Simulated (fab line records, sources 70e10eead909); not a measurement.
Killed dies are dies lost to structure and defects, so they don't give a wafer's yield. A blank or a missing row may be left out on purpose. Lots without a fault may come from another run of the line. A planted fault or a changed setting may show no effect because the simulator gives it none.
Which tool did it? | flow nand_harc | 24 lots, 72 wafers sampled, at 6 steps of a route of 1159

WHAT THE GAUGES READ, wafer by wafer
NHARC_A_CONTACT_CD_MEAS_53.
lot  | measured     | on        | cd_nm (nm)
L074 | day 16 02:04 | cd_sem-02 | 189.6 189.1 189.5
L076 | day 17 07:12 | cd_sem-02 | 189.5 189.2 190.4
L077 | day 17 07:19 | cd_sem-02 | 189.4 188.9 189.0
L075 | day 17 12:07 | cd_sem-03 | 190.2 189.9 190.1
L079 | day 18 00:37 | cd_sem-03 | 190.0 189.4 189.5
L078 | day 18 07:37 | cd_sem-03 | 189.6 189.5 190.2
L081 | day 18 11:26 | cd_sem-01 | 188.6 190.2 189.3
L080 | day 19 00:28 | cd_sem-03 | 189.5 189.1 189.4
L082 | day 19 08:37 | cd_sem-01 | 190.9 190.9 190.7
L084 | day 19 09:23 | cd_sem-03 | 190.4 189.6 190.4
L083 | day 19 12:56 | cd_sem-02 | 190.5 189.5 189.4
L085 | day 19 13:29 | cd_sem-01 | 189.3 190.0 189.4
L087 | day 19 19:34 | cd_sem-02 | 190.4 190.2 190.5
L089 | day 19 20:40 | cd_sem-03 | 190.3 189.4 189.1
L090 | day 20 00:26 | cd_sem-03 | 189.9 189.1 190.4
L086 | day 20 02:40 | cd_sem-02 | 191.1 190.3 191.4
L091 | day 20 04:41 | cd_sem-03 | 190.4 190.5 189.9
L088 | day 20 07:46 | cd_sem-03 | 190.4 189.6 189.5
L092 | day 21 00:22 | cd_sem-01 | 189.7 190.2 189.3
L093 | day 21 07:18 | cd_sem-03 | 188.7 189.3 189.4
L096 | day 21 17:01 | cd_sem-03 | 191.6 190.6 190.1
L094 | day 21 22:52 | cd_sem-03 | 189.9 189.5 189.2
L095 | day 22 00:50 | cd_sem-01 | 190.8 191.1 191.3
L097 | day 22 08:59 | cd_sem-01 | 190.3 189.1 189.9

NHARC_A_CONTACT_CD_MEAS_15.
lot  | measured     | on        | cd_nm (nm)
L074 | day 16 18:05 | cd_sem-03 | 89.7 89.6 90.6
L076 | day 17 20:31 | cd_sem-03 | 90.2 90.5 89.8
L077 | day 17 20:04 | cd_sem-01 | 89.1 90.3 90.2
L075 | day 18 03:49 | cd_sem-02 | 89.5 90.3 89.6
L079 | day 18 14:58 | cd_sem-01 | 89.9 90.0 89.9
L078 | day 18 20:11 | cd_sem-02 | 90.8 90.0 89.8
L081 | day 19 00:29 | cd_sem-01 | 90.4 90.7 91.5
L080 | day 19 13:34 | cd_sem-02 | 90.7 90.6 89.0
L082 | day 19 21:47 | cd_sem-02 | 91.0 90.2 89.3
L084 | day 20 00:52 | cd_sem-02 | 90.1 89.4 90.2
L083 | day 20 04:35 | cd_sem-03 | 89.9 90.1 90.4
L085 | day 20 05:07 | cd_sem-03 | 89.7 90.1 89.8
L087 | day 20 08:54 | cd_sem-03 | 91.0 90.7 91.5
L089 | day 20 09:26 | cd_sem-02 | 89.7 90.1 89.4
L090 | day 20 18:53 | cd_sem-02 | 90.2 91.0 90.6
L086 | day 20 22:19 | cd_sem-01 | 90.5 90.9 90.6
L091 | day 20 22:41 | cd_sem-03 | 90.0 90.1 90.4
L088 | day 21 00:50 | cd_sem-01 | 91.6 90.6 90.8
L092 | day 21 13:57 | cd_sem-01 | 89.4 89.8 90.6
L093 | day 21 21:02 | cd_sem-01 | 90.3 89.8 90.5
L096 | day 22 07:35 | cd_sem-01 | 89.9 89.4 89.7
L094 | day 22 12:58 | cd_sem-03 | 90.3 90.3 90.2
L095 | day 22 17:30 | cd_sem-03 | 90.3 90.2 90.9
L097 | day 22 22:04 | cd_sem-01 | 89.9 90.6 90.5

NHARC_A_CONTACT_INSPECT_23.
lot  | measured     | on                | raw_defect_count
L074 | day 17 18:21 | defect_inspect-02 | 488 350 440
L076 | day 18 07:41 | defect_inspect-02 | 376 265 452
L077 | day 18 07:29 | defect_inspect-01 | 443 369 384
L075 | day 18 12:12 | defect_inspect-01 | 604 550 642
L079 | day 18 20:32 | defect_inspect-02 | 857 392 374
L078 | day 19 06:16 | defect_inspect-02 | 455 393 401
L081 | day 19 07:02 | defect_inspect-02 | 326 297 384
L080 | day 19 21:38 | defect_inspect-01 | 407 430 494
L082 | day 20 00:49 | defect_inspect-02 | 345 361 391
L084 | day 20 06:01 | defect_inspect-02 | 376 270 333
L083 | day 20 07:17 | defect_inspect-01 | 504 534 652
L085 | day 20 09:06 | defect_inspect-01 | 432 466 372
L087 | day 20 11:46 | defect_inspect-01 | 527 334 446
L089 | day 20 13:05 | defect_inspect-01 | 654 553 563
L090 | day 20 21:19 | defect_inspect-02 | 300 480 379
L086 | day 21 15:15 | defect_inspect-02 | 640 327 334
L091 | day 21 14:05 | defect_inspect-02 | 526 515 515
L088 | day 21 16:00 | defect_inspect-01 | 420 374 402
L092 | day 21 19:41 | defect_inspect-01 | 774 389 779
L093 | day 22 01:43 | defect_inspect-02 | 429 466 275
L096 | day 22 10:28 | defect_inspect-02 | 597 648 384
L094 | day 22 17:18 | defect_inspect-01 | 329 334 352
L095 | day 22 22:02 | defect_inspect-01 | 375 434 346
L097 | day 23 00:30 | defect_inspect-01 | 398 497 462

WHICH TOOL RAN EACH LOT (tool, then ch and the chambers of the sampled wafers, then the start)
lot  | NHARC_A_CONTACT_ETCH_127             | NHARC_A_CONTACT_DEP_84        | NHARC_A_CONTACT_ETCH_30
L074 | har_cap_etch-01 ch 0,1, day 16 10:09 | acl_dep-03 ch 0, day 16 14:20 | rie_diel-07 ch 1,2, day 16 18:05 or earlier
L076 | har_cap_etch-01 ch 0,1, day 17 12:44 | acl_dep-02 ch 0, day 17 16:17 | rie_diel-07 ch 0,1,2, day 17 20:31 or earlier
L077 | har_cap_etch-03 ch 0,1, day 17 12:40 | acl_dep-03 ch 0, day 17 15:14 | rie_diel-02 ch 0,1,3, day 17 20:04 or earlier
L075 | har_cap_etch-02 ch 0,1, day 17 18:27 | acl_dep-01 ch 0, day 17 23:14 | rie_diel-02 ch 0,1,3, day 18 03:49 or earlier
L079 | har_cap_etch-03 ch 0,1, day 18 07:37 | acl_dep-01 ch 0, day 18 10:34 | rie_diel-07 ch 0,2, day 18 14:58 or earlier
L078 | har_cap_etch-01 ch 0,1, day 18 12:53 | acl_dep-01 ch 0, day 18 16:01 | rie_diel-07 ch 1,2, day 18 20:11 or earlier
L081 | har_cap_etch-02 ch 0,1, day 18 16:45 | acl_dep-01 ch 0, day 18 20:04 | rie_diel-07 ch 0,1,3, day 19 00:29 or earlier
L080 | har_cap_etch-01 ch 0,1, day 19 05:38 | acl_dep-01 ch 0, day 19 09:29 | rie_diel-07 ch 0,1,3, day 19 13:34 or earlier
L082 | har_cap_etch-01 ch 0,1, day 19 14:43 | acl_dep-03 ch 0, day 19 17:53 | rie_diel-07 ch 1,2,3, day 19 21:47 or earlier
L084 | har_cap_etch-03 ch 0,1, day 19 15:08 | acl_dep-01 ch 0, day 19 19:47 | rie_diel-06 ch 1,2,3, day 20 00:52 or earlier
L083 | har_cap_etch-03 ch 0,1, day 19 19:43 | acl_dep-01 ch 0, day 20 00:37 | rie_diel-06 ch 0,1, day 20 04:35 or earlier
L085 | har_cap_etch-01 ch 0,1, day 19 21:09 | acl_dep-02 ch 0, day 20 00:46 | rie_diel-02 ch 0,2, day 20 05:07 or earlier
L087 | har_cap_etch-03 ch 0,1, day 20 01:22 | acl_dep-02 ch 0, day 20 04:15 | rie_diel-06 ch 0,1,2, day 20 08:54 or earlier
L089 | har_cap_etch-02 ch 0,1, day 20 01:56 | acl_dep-03 ch 0, day 20 05:07 | rie_diel-07 ch 0,1,2, day 20 09:26 or earlier
L090 | har_cap_etch-01 ch 0,1, day 20 06:55 | acl_dep-02 ch 0, day 20 14:09 | rie_diel-06 ch 0,3, day 20 18:53 or earlier
L086 | har_cap_etch-02 ch 0,1, day 20 07:58 | acl_dep-02 ch 0, day 20 17:23 | rie_diel-02 ch 0,2, day 20 22:19 or earlier
L091 | har_cap_etch-03 ch 0,1, day 20 10:28 | acl_dep-03 ch 0, day 20 18:13 | rie_diel-07 ch 0,1,2, day 20 22:41 or earlier
L088 | har_cap_etch-01 ch 0,1, day 20 13:10 | acl_dep-01 ch 0, day 20 19:50 | rie_diel-07 ch 1,2,3, day 21 00:50 or earlier
L092 | har_cap_etch-02 ch 0,1, day 21 06:32 | acl_dep-02 ch 0, day 21 09:08 | rie_diel-06 ch 1,2,3, day 21 13:57 or earlier
L093 | har_cap_etch-03 ch 0,1, day 21 12:26 | acl_dep-02 ch 0, day 21 16:23 | rie_diel-06 ch 1,2, day 21 21:02 or earlier
L096 | har_cap_etch-02 ch 0,1, day 21 22:59 | acl_dep-01 ch 0, day 22 02:33 | rie_diel-06 ch 1,2, day 22 07:35 or earlier
L094 | har_cap_etch-03 ch 0,1, day 22 05:29 | acl_dep-01 ch 0, day 22 08:13 | rie_diel-07 ch 1,2,3, day 22 12:58 or earlier
L095 | har_cap_etch-02 ch 0,1, day 22 09:04 | acl_dep-03 ch 0, day 22 13:03 | rie_diel-06 ch 2,3, day 22 17:30 or earlier
L097 | har_cap_etch-03 ch 0,1, day 22 14:46 | acl_dep-01 ch 0, day 22 17:24 | rie_diel-06 ch 1,3, day 22 22:04 or earlier
- NHARC_A_CONTACT_ETCH_127: etches the open film in C4F8/O2/Ar, time 155 s, target depth 956 nm.
- NHARC_A_CONTACT_DEP_84: deposits aC, target thk 2000 nm.
- NHARC_A_CONTACT_ETCH_30: etches the open film in CF4/CHF3, target depth 60.5 nm, time 30.2 s.

WHAT THE TOOLS THEMSELVES READ (means of the sampled wafers that have a number; where no wafer has one, the mark that the record gives instead)
NHARC_A_CONTACT_DEP_84.
lot  | tool       | throttle_valve_pct (%)
L074 | acl_dep-03 | 34.997
L076 | acl_dep-02 | 34.995
L077 | acl_dep-03 | 34.997
L075 | acl_dep-01 | 35.000
L079 | acl_dep-01 | 35.005
L078 | acl_dep-01 | 35.001
L081 | acl_dep-01 | 35.001
L080 | acl_dep-01 | 34.994
L082 | acl_dep-03 | 35.008
L084 | acl_dep-01 | 34.998
L083 | acl_dep-01 | 35.004
L085 | acl_dep-02 | 35.008
L087 | acl_dep-02 | 35.006
L089 | acl_dep-03 | 35.011
L090 | acl_dep-02 | 34.995
L086 | acl_dep-02 | 34.998
L091 | acl_dep-03 | 34.996
L088 | acl_dep-01 | 35.005
L092 | acl_dep-02 | 34.999
L093 | acl_dep-02 | 35.004
L096 | acl_dep-01 | 35.006
L094 | acl_dep-01 | 34.998
L095 | acl_dep-03 | 34.995
L097 | acl_dep-01 | 35.000

NHARC_A_CONTACT_ETCH_30.
lot  | tool        | drypump_motor_current_A (A) | oes_product_au (a.u.) | rf_vpp_V (V) | showerhead_plenum_p_Torr (Torr) | throttle_valve_pct (%)
L074 | rie_diel-07 | 6.0                         | 0.976                 | 373.2        | 1.64                            | 16.800
L076 | rie_diel-07 | 5.9                         | 0.925                 | 372.4        | 1.62                            | 16.798
L077 | rie_diel-02 | 5.9                         | 0.930                 | 368.3        | 1.53                            | 16.804
L075 | rie_diel-02 | 5.9                         | 0.925                 | 369.9        | 1.53                            | 16.801
L079 | rie_diel-07 | 6.0                         | 0.932                 | 371.9        | 1.62                            | 16.805
L078 | rie_diel-07 | 6.1                         | 0.934                 | 372.3        | 1.63                            | 16.804
L081 | rie_diel-07 | 5.9                         | 0.969                 | 371.1        | 1.58                            | 16.799
L080 | rie_diel-07 | 5.9                         | 0.929                 | 371.0        | 1.58                            | 16.807
L082 | rie_diel-07 | 6.1                         | 0.932                 | 370.6        | 1.58                            | 16.795
L084 | rie_diel-06 | 5.8                         | 0.933                 | 373.1        | 1.63                            | 16.805
L083 | rie_diel-06 | 6.3                         | 0.944                 | 371.3        | 1.59                            | 16.803
L085 | rie_diel-02 | 5.8                         | 0.956                 | 367.9        | 1.51                            | 16.802
L087 | rie_diel-06 | 5.9                         | 0.918                 | 371.9        | 1.60                            | 16.800
L089 | rie_diel-07 | 5.9                         | 0.923                 | 372.9        | 1.62                            | 16.799
L090 | rie_diel-06 | 6.3                         | 0.922                 | 370.1        | 1.57                            | 16.801
L086 | rie_diel-02 | 5.8                         | 0.962                 | 367.9        | 1.51                            | 16.800
L091 | rie_diel-07 | 5.9                         | 0.921                 | 372.0        | 1.62                            | 16.806
L088 | rie_diel-07 | 6.1                         | 0.925                 | 370.9        | 1.58                            | 16.801
L092 | rie_diel-06 | 5.8                         | 0.969                 | 372.1        | 1.63                            | 16.795
L093 | rie_diel-06 | 5.6                         | 0.969                 | 371.5        | 1.62                            | 16.818
L096 | rie_diel-06 | 5.8                         | 0.925                 | 373.6        | 1.65                            | 16.793
L094 | rie_diel-07 | 6.1                         | 0.928                 | 371.2        | 1.58                            | 16.805
L095 | rie_diel-06 | 5.7                         | 0.930                 | 371.5        | 1.59                            | 16.796
L097 | rie_diel-06 | 6.0                         | 0.933                 | 373.5        | 1.65                            | 16.806

THE ANSWER, worked out from the rows above alone
Rule: what is usual is taken from the lots themselves. Put in order of their means at a reading, lots are off if they are a third of the lots or fewer, leave a main group of 4 or more, and stand apart from it by a gap of 3 or more times the standard deviation of the main group's means; of several such gaps the widest counts. A main group whose means are all the same, to the digits that the tables above print for the reading, isn't used. A lot without any number at a reading at which 4 lots or more have one is off too. The other lots that the step has rows for count as sound. The gauges are gone through in route order, then the tools' own readings, and for those a lot's mean is taken as printed above. The first step at which some lot is off is used, and at that step the reading that is off furthest; a lot without a number counts as furthest.
No lot is off at any reading shown: from this, nothing can be told.

WHAT THE SIMULATOR HAD PUT IN
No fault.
